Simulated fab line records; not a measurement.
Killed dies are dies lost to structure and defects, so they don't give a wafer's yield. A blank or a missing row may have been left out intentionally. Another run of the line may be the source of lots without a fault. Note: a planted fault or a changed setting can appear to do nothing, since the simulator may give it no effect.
fab line records	flow n5Finfet
record: lots: 24	wafers: 72	lastDay: 18
route steps=1938 shown BEOL_M7@1311 BEOL_M8@1348
lots with no fault: from the same line, run without faults
startH: start of the lot's first displayed wafer, in hours after the record's first day	waitH: time in hours since the lot's previous step	" the same as in the row above	L1.1+2: a single row standing in for several wafers	- value missing, or start not given	* or withheld: withheld	< > ~ a bound
route shown NAME@n: NAME is a module with steps in the file, n the number in the route of the first one	usual: mean/standard deviation of fault-free wafers	same: alike in all rows	chamber/n: place in a boat	sites: each site's reading	_std_site: how widely they spread, as a standard deviation	_edge_site: the outer-site mean with the inner-site mean subtracted	radiusMm: for every site, how far away it sits from the centre of the wafer	mask NAME#n: copy n	behind: the most recent tool/chamber to have shaped the wafer	hold: why the lot was held/for how many hours/how that ended	device: which transistor (n, p or np) failed to switch	end of line: the tests these same wafers got at the end of their route	a step without rows: its recipe alone	killed: not the wafer's yield, but the dies lost to structure and defects at the first sort	map: per-die view of a wafer (x killed, . not killed, _ where there is no die)
set.NAME: the setting as run; set.NAME@STEP: as run at that earlier step	model.NAME: the simulator's own value behind a step, which no gauge read
a sample of lots followed through the steps of the route, with each step as a table and each wafer as a row
services: the hour from which a tool's chamber was out of use, counted from the record's first day as startH (under 0 if before that day), plus the number of hours and why
== steps ==
step: N5_BEOL_M7_OCD_MEAS_38
usual: trenchDepthNm: 91.7/2.5
lot.wafer	tool	chamber	startH	waitH	trenchDepthNm
L075.2	ocd-02	-	211.25	-	91.7
L075.3	"	-	"	"	95.9
L075.5	"	-	"	"	91.0
L074.2	ocd-01	-	211.30	-	91.0
L074.5	"	-	"	"	95.5
L074.6	"	-	"	"	89.2
L076.1	ocd-02	-	227.89	-	92.7
L076.2	"	-	"	"	91.5
L076.5	"	-	"	"	93.8
L077.1	ocd-02	-	228.36	-	89.4
L077.2	"	-	"	"	92.4
L077.5	"	-	"	"	95.1
L078.1	ocd-02	-	230.27	-	93.7
L078.4	"	-	"	"	89.9
L078.6	"	-	"	"	91.6
L081.2	ocd-02	-	244.78	-	95.5
L081.5	"	-	"	"	94.6
L081.6	"	-	"	"	90.0
L082.1	ocd-01	-	256.24	-	91.7
L082.5	"	-	"	"	91.2
L082.6	"	-	"	"	90.6
L080.1	ocd-02	-	259.97	-	96.2
L080.3	"	-	"	"	91.2
L080.4	"	-	"	"	89.3
L079.2	ocd-02	-	260.38	-	97.3
L079.3	"	-	"	"	90.6
L079.4	"	-	"	"	96.0
L084.1	ocd-01	-	262.64	-	90.0
L084.3	"	-	"	"	93.2
L084.6	"	-	"	"	90.6
L083.1	ocd-02	-	269.10	-	93.1
L083.3	"	-	"	"	89.0
L083.4	"	-	"	"	90.2
L086.3	ocd-02	-	276.71	-	95.3
L086.4	"	-	"	"	91.3
L086.5	"	-	"	"	95.3
L085.1	ocd-01	-	277.03	-	93.6
L085.3	"	-	"	"	89.0
L085.6	"	-	"	"	88.5
L090.2	ocd-02	-	293.06	-	92.0
L090.4	"	-	"	"	89.6
L090.6	"	-	"	"	89.3
L087.1	ocd-02	-	293.24	-	96.7
L087.4	"	-	"	"	95.7
L087.5	"	-	"	"	89.2
L088.1	ocd-01	-	300.45	-	90.7
L088.3	"	-	"	"	94.6
L088.6	"	-	"	"	90.0
L089.1	ocd-02	-	303.67	-	90.3
L089.3	"	-	"	"	96.2
L089.5	"	-	"	"	95.9
L092.4	ocd-02	-	308.75	-	89.2
L092.5	"	-	"	"	88.8
L092.6	"	-	"	"	91.6
L091.1	ocd-01	-	311.71	-	88.5
L091.5	"	-	"	"	91.4
L091.6	"	-	"	"	89.1
L093.2	ocd-01	-	312.28	-	94.1
L093.4	"	-	"	"	90.6
L093.5	"	-	"	"	88.9
L094.2	ocd-01	-	331.44	-	92.3
L094.4	"	-	"	"	89.8
L094.6	"	-	"	"	92.5
L095.1	ocd-01	-	340.39	-	95.2
L095.4	"	-	"	"	91.5
L095.5	"	-	"	"	90.8
L097.4	ocd-02	-	342.88	-	88.8
L097.5	"	-	"	"	89.7
L097.6	"	-	"	"	91.7
L096.2	ocd-02	-	345.89	-	93.1
L096.4	"	-	"	"	91.7
L096.6	"	-	"	"	91.9
step: N5_BEOL_M7_SURFACE_TREAT_79
recipe: gas: Ar	timeS: *	ionEnergyEv: *	ionCurrentMaCm2: 0.5	pressureMtorr: *	arFlowSccm: 30
usual: throttleValvePct: *
lot.wafer	tool	chamber	startH	waitH	throttleValvePct
L075.2	pvdSputter-02	-	212.51	0.2	*
L075.3	"	-	"	"	*
L075.5	"	-	"	"	*
L074.2	pvdSputter-02	-	212.63	0.2	*
L074.5	"	-	"	"	*
L074.6	"	-	"	"	*
L076.1	pvdSputter-01	-	229.77	0.3	*
L076.2	"	-	"	"	*
L076.5	"	-	"	"	*
L077.1	pvdSputter-01	-	229.81	0.2	*
L077.2	"	-	"	"	*
L077.5	"	-	"	"	*
L078.1	pvdSputter-01	-	231.24	0.2	*
L078.4	"	-	"	"	*
L078.6	"	-	"	"	*
L081.2	pvdSputter-02	-	245.79	0.2	*
L081.5	"	-	"	"	*
L081.6	"	-	"	"	*
L082.1	pvdSputter-03	-	257.69	0.2	*
L082.5	"	-	"	"	*
L082.6	"	-	"	"	*
L080.1	pvdSputter-03	-	260.99	0.2	*
L080.3	"	-	"	"	*
L080.4	"	-	"	"	*
L079.2	pvdSputter-01	-	261.50	0.3	*
L079.3	"	-	"	"	*
L079.4	"	-	"	"	*
L084.1	pvdSputter-01	-	263.96	0.2	*
L084.3	"	-	"	"	*
L084.6	"	-	"	"	*
L083.1	pvdSputter-02	-	271.66	0.2	*
L083.3	"	-	"	"	*
L083.4	"	-	"	"	*
L086.3	pvdSputter-03	-	277.87	0.2	*
L086.4	"	-	"	"	*
L086.5	"	-	"	"	*
L085.1	pvdSputter-01	-	278.27	0.3	*
L085.3	"	-	"	"	*
L085.6	"	-	"	"	*
L090.2	pvdSputter-03	-	294.32	0.4	*
L090.4	"	-	"	"	*
L090.6	"	-	"	"	*
L087.1	pvdSputter-01	-	294.43	0.2	*
L087.4	"	-	"	"	*
L087.5	"	-	"	"	*
L088.1	pvdSputter-03	-	301.50	0.2	*
L088.3	"	-	"	"	*
L088.6	"	-	"	"	*
L089.1	pvdSputter-03	-	305.92	0.6	*
L089.3	"	-	"	"	*
L089.5	"	-	"	"	*
L092.4	pvdSputter-01	-	311.49	1.7	*
L092.5	"	-	"	"	*
L092.6	"	-	"	"	*
L091.1	pvdSputter-02	-	314.27	1.1	*
L091.5	"	-	"	"	*
L091.6	"	-	"	"	*
L093.2	pvdSputter-01	-	314.87	1.4	*
L093.4	"	-	"	"	*
L093.5	"	-	"	"	*
L094.2	pvdSputter-02	-	332.74	0.2	*
L094.4	"	-	"	"	*
L094.6	"	-	"	"	*
L095.1	pvdSputter-01	-	341.47	0.3	*
L095.4	"	-	"	"	*
L095.5	"	-	"	"	*
L097.4	pvdSputter-03	-	345.95	1.8	*
L097.5	"	-	"	"	*
L097.6	"	-	"	"	*
L096.2	pvdSputter-02	-	346.89	0.2	*
L096.4	"	-	"	"	*
L096.6	"	-	"	"	*
step: N5_BEOL_M7_THK_MEAS_53
recipe: thkMeasGauge: xrf	reads: Cu_of_BEOL_M7_ECD_50
usual: M7_THK: 79.5/2.8
lot.wafer	tool	chamber	startH	waitH	M7_THK[nm]
L075.2	filmMetro-01	-	213.98	-	80.0
L075.3	"	-	"	"	84.5
L075.5	"	-	"	"	79.0
L074.2	filmMetro-01	-	214.94	-	78.7
L074.5	"	-	"	"	83.4
L074.6	"	-	"	"	74.7
L076.1	filmMetro-01	-	230.97	-	81.1
L076.2	"	-	"	"	78.6
L076.5	"	-	"	"	80.3
L077.1	filmMetro-02	-	232.92	-	79.0
L077.2	"	-	"	"	79.0
L077.5	"	-	"	"	84.3
L078.1	filmMetro-02	-	235.30	-	82.4
L078.4	"	-	"	"	76.4
L078.6	"	-	"	"	79.8
L081.2	filmMetro-01	-	248.62	-	82.9
L081.5	"	-	"	"	82.8
L081.6	"	-	"	"	76.5
L082.1	filmMetro-01	-	259.11	-	76.9
L082.5	"	-	"	"	77.0
L082.6	"	-	"	"	77.9
L080.1	filmMetro-02	-	262.28	-	84.7
L080.3	"	-	"	"	77.8
L080.4	"	-	"	"	75.0
L079.2	filmMetro-01	-	262.83	-	83.7
L079.3	"	-	"	"	79.6
L079.4	"	-	"	"	84.9
L084.1	filmMetro-01	-	265.14	-	77.9
L084.3	"	-	"	"	79.0
L084.6	"	-	"	"	78.1
L083.1	filmMetro-01	-	272.96	-	79.5
L083.3	"	-	"	"	73.2
L083.4	"	-	"	"	76.1
L086.3	filmMetro-02	-	279.64	-	82.6
L086.4	"	-	"	"	76.1
L086.5	"	-	"	"	84.2
L085.1	filmMetro-01	-	280.92	-	82.7
L085.3	"	-	"	"	74.1
L085.6	"	-	"	"	74.6
L090.2	filmMetro-02	-	295.51	-	79.7
L090.4	"	-	"	"	78.0
L090.6	"	-	"	"	79.1
L087.1	filmMetro-01	-	296.33	-	84.1
L087.4	"	-	"	"	83.7
L087.5	"	-	"	"	76.7
L088.1	filmMetro-01	-	302.85	-	80.0
L088.3	"	-	"	"	82.5
L088.6	"	-	"	"	78.8
L089.1	filmMetro-01	-	306.92	-	77.9
L089.3	"	-	"	"	83.3
L089.5	"	-	"	"	83.8
L092.4	filmMetro-01	-	312.83	-	78.9
L092.5	"	-	"	"	76.1
L092.6	"	-	"	"	79.8
L091.1	filmMetro-01	-	316.18	-	77.9
L091.5	"	-	"	"	79.6
L091.6	"	-	"	"	78.1
L093.2	filmMetro-02	-	316.50	-	83.8
L093.4	"	-	"	"	79.3
L093.5	"	-	"	"	78.3
L094.2	filmMetro-02	-	333.93	-	82.5
L094.4	"	-	"	"	82.0
L094.6	"	-	"	"	83.2
L095.1	filmMetro-02	-	343.33	-	82.2
L095.4	"	-	"	"	79.0
L095.5	"	-	"	"	79.7
L097.4	filmMetro-01	-	347.02	-	77.2
L097.5	"	-	"	"	77.3
L097.6	"	-	"	"	79.8
L096.2	filmMetro-02	-	347.99	-	79.3
L096.4	"	-	"	"	80.6
L096.6	"	-	"	"	80.2
step: N5_BEOL_M8_DESCUM_16
recipe: chemistry: O2	timeS: 7.9	sourcePowerW: 50	biasPowerW: 20	pressureMtorr: 20	rfFrequencyHz: 2.712e+07	tempC: 40	resist: CAR-ArF	o2FlowSccm: 225
usual: biasPowerW: 20.01/0.057	drypumpMotorCurrentA: 5.9/0.6	o2FlowSccm: 225.1/0.64	oesProductAu: 0.79/0.096	rfFwdPowerW: 49.36/0.22	rfVppV: 243.7/1.4	showerheadPlenumPTorr: 2.12/0.086	tempC: 40.01/0.099	throttleValvePct: 20.37/0.27
lot.wafer	tool	chamber	startH	waitH	biasPowerW	drypumpMotorCurrentA	o2FlowSccm	oesProductAu	rfFwdPowerW	rfHoursCounterH	rfVppV	showerheadPlenumPTorr	tempC	throttleValvePct
L075.2	rieDiel-05	3	217.17	0.2	20.00	6.2	226.1	0.70	49.34	248	240.7	1.99	40.09	20.50
L075.3	"	1	"	"	20.02	6.5	225.5	0.70	49.60	217	241.9	2.05	40.03	19.99
L075.5	"	3	"	"	19.98	6.2	226.3	0.71	49.36	-	241.0	1.99	40.10	20.50
L074.2	rieDiel-01	3	217.54	0.4	20.04	5.1	224.7	0.82	49.15	65	241.8	2.02	40.15	19.97
L074.5	"	2	"	"	20.10	4.9	225.0	0.70	49.28	-	241.6	1.99	39.99	20.49
L074.6	"	3	"	"	19.94	5.1	225.3	0.83	49.19	-	241.0	2.02	40.06	19.97
L076.1	rieDiel-02	1	234.41	0.4	19.98	6.5	225.0	0.89	49.55	41	244.7	2.21	40.07	19.99
L076.2	"	3	"	"	19.93	6.0	225.5	0.90	49.33	52	245.0	2.23	40.13	20.60
L076.5	"	1	"	"	20.03	6.5	224.8	0.88	49.56	-	245.3	2.21	40.02	19.97
L077.1	rieDiel-01	0	234.94	0.0	20.05	6.8	225.4	0.72	49.00	188	243.5	2.08	40.02	20.53
L077.2	"	2	"	"	20.07	4.9	225.7	0.70	49.44	212	242.1	1.99	40.02	20.52
L077.5	"	0	"	"	19.96	6.8	225.5	0.72	49.07	-	244.3	2.08	39.81	20.55
L078.1	rieDiel-02	2	239.93	0.0	20.07	5.6	225.7	0.80	49.33	107	241.9	2.10	40.07	20.38
L078.4	"	1	"	"	19.91	6.5	225.0	0.88	49.56	42	245.1	2.21	40.28	19.96
L078.6	"	1	"	"	20.02	6.5	224.7	0.89	49.68	-	244.2	2.21	39.94	19.99
L081.2	rieDiel-05	1	250.61	0.0	20.10	6.5	224.8	0.68	49.62	232	242.8	2.05	39.91	20.02
L081.5	"	1	"	"	20.03	6.5	225.6	0.69	49.70	-	243.0	2.05	39.95	20.03
L081.6	"	0	"	"	19.98	5.6	225.2	0.97	49.33	-	243.1	2.15	40.03	20.51
L082.1	rieDiel-05	0	260.89	0.0	20.14	5.6	224.6	0.95	49.30	15	244.8	2.15	40.04	20.51
L082.5	"	1	"	"	20.10	6.5	225.1	0.69	49.66	-	243.7	2.05	40.21	20.02
L082.6	"	3	"	"	20.09	6.3	224.4	0.97	49.63	-	245.6	2.25	39.74	20.24
L080.1	rieDiel-01	3	264.24	0.0	20.05	5.1	224.3	0.80	49.28	82	242.6	2.01	40.05	19.99
L080.3	"	0	"	"	20.04	6.8	225.9	0.70	49.19	199	242.5	2.07	39.98	20.56
L080.4	"	2	"	"	20.09	4.9	225.6	0.69	49.28	219	241.3	1.99	40.01	20.51
L079.2	rieDiel-01	2	266.73	0.2	20.07	4.9	225.1	0.69	49.36	220	242.0	1.99	39.90	20.49
L079.3	"	3	"	"	20.01	5.1	224.1	0.80	49.44	83	242.1	2.01	40.05	20.00
L079.4	"	0	"	"	19.91	6.8	226.1	0.70	49.19	199	243.8	2.07	39.88	20.55
L084.1	rieDiel-02	1	267.41	0.0	20.08	6.5	226.3	0.88	49.74	50	244.3	2.20	40.08	19.96
L084.3	"	0	"	"	20.00	6.3	224.7	0.69	49.47	234	243.7	2.14	39.75	20.11
L084.6	"	1	"	"	19.98	6.5	225.1	0.88	49.90	-	244.3	2.20	39.99	19.98
L083.1	rieDiel-05	1	277.62	0.0	20.05	6.5	225.2	0.68	49.69	242	243.4	2.04	39.88	20.04
L083.3	"	3	"	"	20.00	6.3	225.0	0.94	49.34	10	245.7	2.25	40.03	20.26
L083.4	"	0	"	"	20.04	5.6	224.7	0.94	49.32	21	244.7	2.15	40.04	20.51
L086.3	rieDiel-02	1	281.59	0.1	20.01	6.5	224.8	0.88	49.22	55	245.2	2.20	40.20	20.00
L086.4	"	3	"	"	19.94	6.0	224.6	0.87	49.31	66	246.1	2.23	40.02	20.61
L086.5	"	1	"	"	19.96	6.5	224.3	0.86	49.48	-	245.5	2.20	40.03	20.00
L085.1	rieDiel-01	2	284.25	0.1	20.12	4.9	225.2	0.69	49.45	225	241.7	1.99	40.06	20.52
L085.3	"	3	"	"	20.05	5.1	225.4	0.81	49.35	88	242.4	2.01	39.96	20.01
L085.6	"	0	"	"	20.07	6.8	224.2	0.71	48.93	-	242.8	2.07	40.15	20.56
L090.2	rieDiel-01	1	297.81	0.2	19.94	6.2	226.2	0.79	49.38	136	245.2	2.20	40.02	20.55
L090.4	"	3	"	"	19.97	5.1	224.9	0.79	49.00	92	242.1	2.01	39.90	20.02
L090.6	"	1	"	"	19.94	6.2	225.7	0.78	49.41	-	245.8	2.20	40.01	20.54
L087.1	rieDiel-01	2	298.06	0.0	20.05	4.9	225.4	0.68	49.54	230	242.0	1.98	40.04	20.54
L087.4	"	1	"	"	20.07	6.2	225.4	0.79	49.12	136	244.1	2.20	39.99	20.54
L087.5	"	2	"	"	20.00	4.9	225.0	0.69	49.33	-	239.5	1.98	39.84	20.52
L088.1	rieDiel-05	0	305.07	0.0	19.98	5.6	224.7	0.92	49.39	33	244.0	2.15	40.04	20.54
L088.3	"	2	"	"	20.04	5.6	224.9	0.69	49.23	232	244.1	2.15	40.09	20.72
L088.6	"	0	"	"	20.01	5.5	225.0	0.92	49.62	-	245.0	2.14	39.94	20.54
L089.1	rieDiel-02	3	308.46	0.0	19.91	6.0	225.9	0.86	49.40	76	245.3	2.22	40.01	20.64
L089.3	"	1	"	"	20.09	6.5	223.4	0.84	49.49	64	244.3	2.20	39.95	20.01
L089.5	"	3	"	"	19.93	6.0	224.3	0.85	49.58	-	245.9	2.22	40.08	20.62
L092.4	rieDiel-02	1	316.72	0.3	20.08	6.5	225.8	0.85	49.51	-	245.0	2.20	39.96	20.03
L092.5	"	3	"	"	20.01	6.0	225.9	0.86	49.41	-	245.6	2.22	39.93	20.65
L092.6	"	2	"	"	19.99	5.7	224.6	0.77	49.34	-	243.8	2.09	39.88	20.41
L091.1	rieDiel-05	0	317.63	0.0	19.87	5.6	225.0	0.90	49.65	40	243.1	2.14	40.13	20.57
L091.5	"	0	"	"	19.92	5.6	224.8	0.91	49.67	-	243.6	2.14	40.11	20.55
L091.6	"	2	"	"	20.04	5.6	224.8	0.68	49.11	-	244.7	2.15	40.09	20.73
L093.2	rieDiel-05	1	320.41	0.0	20.02	6.5	224.4	0.98	49.68	0	243.3	2.04	39.97	19.61
L093.4	"	3	"	"	20.06	6.2	224.2	0.88	49.34	29	246.5	2.24	40.00	20.28
L093.5	"	1	"	"	20.11	6.5	225.3	0.97	49.52	-	242.6	2.04	39.99	19.61
L094.2	rieDiel-01	1	336.00	0.0	19.95	6.1	224.3	0.77	49.26	151	245.8	2.19	39.96	20.56
L094.4	"	2	"	"	19.96	4.9	225.8	0.67	49.17	245	240.9	1.98	39.93	20.54
L094.6	"	1	"	"	19.93	6.1	224.0	0.76	49.12	-	245.6	2.19	39.80	20.56
L095.1	rieDiel-05	3	346.65	0.0	20.07	6.2	225.0	0.87	49.50	39	245.0	2.24	40.05	20.30
L095.4	"	0	"	"	20.08	5.6	225.2	0.87	49.84	50	244.3	2.14	40.06	20.58
L095.5	"	0	"	"	19.97	5.6	225.8	0.88	49.45	-	243.2	2.14	40.06	20.57
L097.4	rieDiel-01	2	350.26	0.1	20.01	4.9	225.5	0.66	49.39	-	241.0	1.98	40.05	20.57
L097.5	"	0	"	"	20.01	6.8	225.2	0.68	49.39	-	244.1	2.06	40.10	20.60
L097.6	"	1	"	"	19.94	6.1	225.0	0.75	49.45	-	244.4	2.19	39.93	20.56
L096.2	rieDiel-01	2	350.50	0.2	20.06	4.9	224.3	0.66	49.19	252	242.7	1.98	39.89	20.56
L096.4	"	1	"	"	20.03	6.2	225.9	0.76	49.17	-	243.6	2.19	40.04	20.57
L096.6	"	2	"	"	20.08	4.9	225.5	0.66	49.37	-	242.3	1.98	39.96	20.55
step: N5_BEOL_M8_STRIP_19
recipe: chemistry: O2	powerW: 400	tempC: 40	pressureMtorr: 30	rfFrequencyHz: 6e+07	biasPowerW: 0	overashFraction: 0.2	o2FlowSccm: 225
usual: drypumpMotorCurrentA: 5.9/0.53	o2FlowSccm: 225.0/0.65	oesProductAu: 0.81/0.1	rfVppV: 3.7/0.54	showerheadPlenumPTorr: 2.14/0.082	tempC: 40.00/0.11	throttleValvePct: 16.58/0.25
same: biasPowerW: 0
lot.wafer	tool	chamber	startH	waitH	drypumpMotorCurrentA	o2FlowSccm	oesProductAu	rfHoursCounterH	rfVppV	showerheadPlenumPTorr	tempC	throttleValvePct
L075.2	rieDiel-02	1	217.59	0.1	6.5	225.3	0.89	35	4.0	2.21	39.89	16.22
L075.3	"	2	"	"	5.7	226.8	0.79	100	3.8	2.10	40.15	16.61
L075.5	"	3	"	"	6.0	224.7	0.91	-	4.0	2.24	39.85	16.75
L074.2	rieDiel-01	0	217.93	0.1	6.8	226.6	0.73	182	4.0	2.08	39.99	16.77
L074.5	"	1	"	"	6.2	224.7	0.81	-	3.9	2.21	40.08	16.72
L074.6	"	2	"	"	4.9	224.6	0.70	-	4.3	2.00	39.97	16.72
L076.1	rieDiel-01	0	234.80	0.1	6.8	225.2	0.72	188	3.3	2.08	40.04	16.78
L076.2	"	3	"	"	5.1	223.7	0.82	71	4.2	2.02	40.02	16.30
L076.5	"	1	"	"	6.1	225.2	0.81	-	3.5	2.21	39.86	16.68
L077.1	rieDiel-02	0	235.34	0.1	6.3	225.0	0.69	224	4.0	2.15	39.94	16.43
L077.2	"	2	"	"	5.6	225.5	0.79	106	3.9	2.10	40.22	16.61
L077.5	"	0	"	"	6.3	224.2	0.70	-	4.2	2.15	40.06	16.41
L078.1	rieDiel-05	0	240.31	0.1	5.6	226.0	0.99	6	3.6	2.16	39.97	16.62
L078.4	"	1	"	"	6.5	224.9	0.70	-	3.5	2.05	40.00	16.37
L078.6	"	0	"	"	5.6	226.1	0.99	-	4.3	2.16	39.97	16.65
L081.2	rieDiel-05	3	251.13	0.1	6.2	225.3	1.02	0	3.1	2.26	40.05	16.39
L081.5	"	0	"	"	5.6	224.9	0.97	-	2.4	2.16	40.08	16.66
L081.6	"	1	"	"	6.5	225.1	0.68	-	3.6	2.05	39.98	16.34
L082.1	rieDiel-05	3	261.27	0.1	6.2	225.1	0.97	4	3.5	2.26	40.32	16.38
L082.5	"	0	"	"	5.6	225.5	0.95	-	3.6	2.16	39.89	16.66
L082.6	"	3	"	"	6.2	226.1	0.96	-	4.2	2.26	39.92	16.37
L080.1	rieDiel-01	0	264.63	0.1	6.8	223.9	0.71	199	4.7	2.08	40.10	16.79
L080.3	"	3	"	"	5.1	224.8	0.81	82	3.8	2.02	39.89	16.30
L080.4	"	2	"	"	4.9	225.6	0.68	219	4.3	1.99	39.83	16.74
L079.2	rieDiel-05	2	267.16	0.1	5.6	224.4	0.69	217	4.0	2.16	40.10	16.93
L079.3	"	3	"	"	6.2	225.4	0.97	6	3.6	2.26	40.18	16.39
L079.4	"	1	"	"	6.5	224.9	0.67	239	2.5	2.05	39.98	16.36
L084.1	rieDiel-05	1	267.87	0.1	6.5	224.7	0.68	239	3.3	2.05	40.05	16.36
L084.3	"	3	"	"	6.2	225.3	0.97	7	5.1	2.26	40.13	16.38
L084.6	"	1	"	"	6.5	226.8	0.69	-	2.7	2.05	40.04	16.35
L083.1	rieDiel-02	1	278.05	0.1	6.5	224.0	0.87	54	2.9	2.21	39.93	16.26
L083.3	"	3	"	"	6.0	224.6	0.87	64	4.8	2.23	40.01	16.78
L083.4	"	0	"	"	6.3	225.6	0.69	237	4.3	2.14	40.01	16.44
L086.3	rieDiel-02	3	281.98	0.1	6.0	225.4	0.88	66	3.4	2.23	39.80	16.79
L086.4	"	2	"	"	5.6	224.3	0.77	120	3.8	2.10	40.00	16.63
L086.5	"	2	"	"	5.6	225.9	0.77	-	3.7	2.10	40.13	16.64
L085.1	rieDiel-02	1	284.71	0.2	6.5	224.9	0.87	57	4.7	2.21	40.08	16.27
L085.3	"	0	"	"	6.2	224.3	0.68	240	3.5	2.14	40.07	16.46
L085.6	"	2	"	"	5.7	225.1	0.78	-	3.6	2.10	39.83	16.64
L090.2	rieDiel-05	0	298.22	0.1	5.6	224.0	0.92	29	3.6	2.15	39.78	16.67
L090.4	"	3	"	"	6.2	225.5	0.91	-	4.2	2.25	40.08	16.40
L090.6	"	2	"	"	5.6	224.7	0.69	-	4.0	2.16	40.14	16.95
L087.1	rieDiel-01	3	298.46	0.1	5.1	224.8	0.80	92	3.2	2.01	40.21	16.34
L087.4	"	2	"	"	4.9	223.5	0.68	230	4.1	1.99	40.12	16.78
L087.5	"	2	"	"	4.9	224.1	0.68	-	3.3	1.99	40.13	16.77
L088.1	rieDiel-01	2	305.46	0.1	4.9	224.2	0.68	233	4.1	1.99	39.92	16.77
L088.3	"	1	"	"	6.1	225.0	0.78	138	3.1	2.20	40.14	16.78
L088.6	"	3	"	"	5.1	224.8	0.80	-	3.0	2.01	39.98	16.34
L089.1	rieDiel-02	1	308.89	0.1	6.5	224.4	0.86	65	3.8	2.20	39.86	16.28
L089.3	"	0	"	"	6.2	224.2	0.68	248	4.0	2.14	40.01	16.46
L089.5	"	1	"	"	6.5	224.5	0.85	-	3.6	2.20	39.96	16.29
L092.4	rieDiel-05	3	317.11	0.1	6.2	224.6	0.89	-	3.1	2.25	40.02	16.42
L092.5	"	0	"	"	5.6	225.9	0.90	-	3.6	2.15	39.96	16.69
L092.6	"	2	"	"	5.6	225.2	0.68	-	2.9	2.15	39.92	16.98
L091.1	rieDiel-05	2	318.02	0.1	5.5	224.8	0.68	239	4.2	2.15	39.89	16.97
L091.5	"	0	"	"	5.6	224.9	0.89	-	3.9	2.15	39.92	16.67
L091.6	"	3	"	"	6.2	224.7	0.90	-	3.6	2.25	40.07	16.41
L093.2	rieDiel-05	2	320.90	0.2	5.6	224.7	0.68	240	4.3	2.15	40.03	16.96
L093.4	"	3	"	"	6.2	225.3	0.90	29	3.5	2.25	40.02	16.44
L093.5	"	0	"	"	5.6	225.4	0.90	-	3.0	2.15	40.06	16.72
L094.2	rieDiel-05	2	336.45	0.1	5.5	224.7	0.68	245	4.6	2.15	40.03	16.97
L094.4	"	1	"	"	6.5	225.5	0.94	5	4.3	2.04	40.06	15.93
L094.6	"	0	"	"	5.5	224.4	0.89	-	3.3	2.14	39.87	16.71
L095.1	rieDiel-01	0	347.04	0.1	6.8	225.2	0.69	230	3.0	2.07	39.78	16.86
L095.4	"	1	"	"	6.1	225.1	0.76	-	3.4	2.19	40.09	16.77
L095.5	"	0	"	"	6.8	225.3	0.68	-	3.9	2.07	39.87	16.87
L097.4	rieDiel-05	1	350.65	0.1	6.5	226.0	0.93	-	3.8	2.04	39.86	15.93
L097.5	"	0	"	"	5.6	224.5	0.89	-	3.3	2.14	39.95	16.73
L097.6	"	3	"	"	6.2	223.9	0.87	-	4.1	2.24	40.12	16.44
L096.2	rieDiel-02	1	350.89	0.1	6.5	224.5	0.85	83	2.9	2.20	39.88	16.32
L096.4	"	0	"	"	6.3	225.8	0.95	2	3.6	2.14	39.96	15.94
L096.6	"	3	"	"	6.0	225.5	0.85	-	4.6	2.23	39.98	16.82
step: N5_BEOL_M8_CD_MEAS_28
recipe: targetCdNm: 40	landingEnergyEv: 500	detector: seInlens
usual: cdNm: 40.02/0.22
lot.wafer	tool	chamber	startH	waitH	cdNm
L075.2	cdSem-03	0	219.83	-	39.79
L075.3	"	0	"	"	40.08
L075.5	"	0	"	"	40.26
L074.2	cdSem-03	0	219.87	-	40.07
L074.5	"	0	"	"	39.89
L074.6	"	0	"	"	40.53
L077.1	cdSem-01	0	238.44	-	39.85
L077.2	"	0	"	"	40.02
L077.5	"	0	"	"	39.90
L076.1	cdSem-01	0	238.49	-	39.65
L076.2	"	0	"	"	39.94
L076.5	"	0	"	"	39.84
L078.1	cdSem-01	0	242.98	-	39.91
L078.4	"	0	"	"	40.35
L078.6	"	0	"	"	40.32
L081.2	cdSem-02	0	251.77	-	40.14
L081.5	"	0	"	"	40.16
L081.6	"	0	"	"	39.85
L082.1	cdSem-02	0	262.20	-	40.11
L082.5	"	0	"	"	40.55
L082.6	"	0	"	"	40.04
L080.1	cdSem-02	0	266.20	-	40.04
L080.3	"	0	"	"	40.12
L080.4	"	0	"	"	40.20
L079.2	cdSem-02	0	267.54	-	39.99
L079.3	"	0	"	"	39.96
L079.4	"	0	"	"	40.19
L084.1	cdSem-01	0	268.24	-	39.79
L084.3	"	0	"	"	40.24
L084.6	"	0	"	"	39.73
L083.1	cdSem-01	0	279.38	-	39.74
L083.3	"	0	"	"	39.91
L083.4	"	0	"	"	39.87
L086.3	cdSem-03	0	282.90	-	39.82
L086.4	"	0	"	"	40.03
L086.5	"	0	"	"	40.04
L085.1	cdSem-02	0	286.41	-	40.06
L085.3	"	0	"	"	39.81
L085.6	"	0	"	"	40.01
L090.2	cdSem-02	0	299.65	-	40.29
L090.4	"	0	"	"	40.15
L090.6	"	0	"	"	40.25
L087.1	cdSem-02	0	299.90	-	40.32
L087.4	"	0	"	"	40.23
L087.5	"	0	"	"	39.94
L088.1	cdSem-01	0	305.84	-	39.56
L088.3	"	0	"	"	39.50
L088.6	"	0	"	"	40.02
L089.1	cdSem-03	0	311.02	-	40.42
L089.3	"	0	"	"	40.07
L089.5	"	0	"	"	40.03
L092.4	cdSem-01	0	318.71	-	39.92
L092.5	"	0	"	"	40.11
L092.6	"	0	"	"	39.75
L091.1	cdSem-02	0	319.39	-	40.06
L091.5	"	0	"	"	39.72
L091.6	"	0	"	"	40.03
L093.2	cdSem-01	0	321.40	-	40.34
L093.4	"	0	"	"	39.91
L093.5	"	0	"	"	40.04
L094.2	cdSem-02	0	336.99	-	40.41
L094.4	"	0	"	"	40.11
L094.6	"	0	"	"	40.03
L095.1	cdSem-03	0	348.85	-	39.94
L095.4	"	0	"	"	40.03
L095.5	"	0	"	"	39.77
L097.4	cdSem-01	0	352.63	-	39.97
L097.5	"	0	"	"	40.29
L097.6	"	0	"	"	40.10
L096.2	cdSem-01	0	352.79	-	39.94
L096.4	"	0	"	"	40.02
L096.6	"	0	"	"	39.99
== services ==
tool	chamber	startH	hours	kind
rieDiel-01	1	200.33	1.6	repair
rieDiel-05	0	203.00	-	clean
rieDiel-05	0	203.00	-	consumableReplace:focusRing
rieDiel-05	0	203.00	22.6	scheduledDown
rieDiel-05	0	203.00	22.6	ventCycle
rieDiel-05	3	226.02	-	clean
rieDiel-05	3	226.02	-	consumableReplace:focusRing
rieDiel-05	3	226.02	-	consumableReplace:showerhead
rieDiel-05	3	226.02	24.8	scheduledDown
rieDiel-05	3	226.02	24.8	ventCycle
rieDiel-05	2	248.35	14.3	repair
rieDiel-01	2	252.54	8.2	repair
rieDiel-05	1	297.02	-	clean
rieDiel-05	1	297.02	-	consumableReplace:focusRing
rieDiel-05	1	297.02	22.1	scheduledDown
rieDiel-05	1	297.02	22.1	ventCycle
pvdSputter-02	-	305.59	2.2	repair
rieDiel-02	2	306.72	4.8	repair
rieDiel-02	3	317.48	4.5	repair
pvdSputter-01	-	326.95	3.2	repair
rieDiel-02	3	329.20	11.3	repair
rieDiel-02	2	332.84	7.0	repair
rieDiel-05	2	350.55	-	clean
rieDiel-05	2	350.55	-	consumableReplace:focusRing
== key ==
fault none
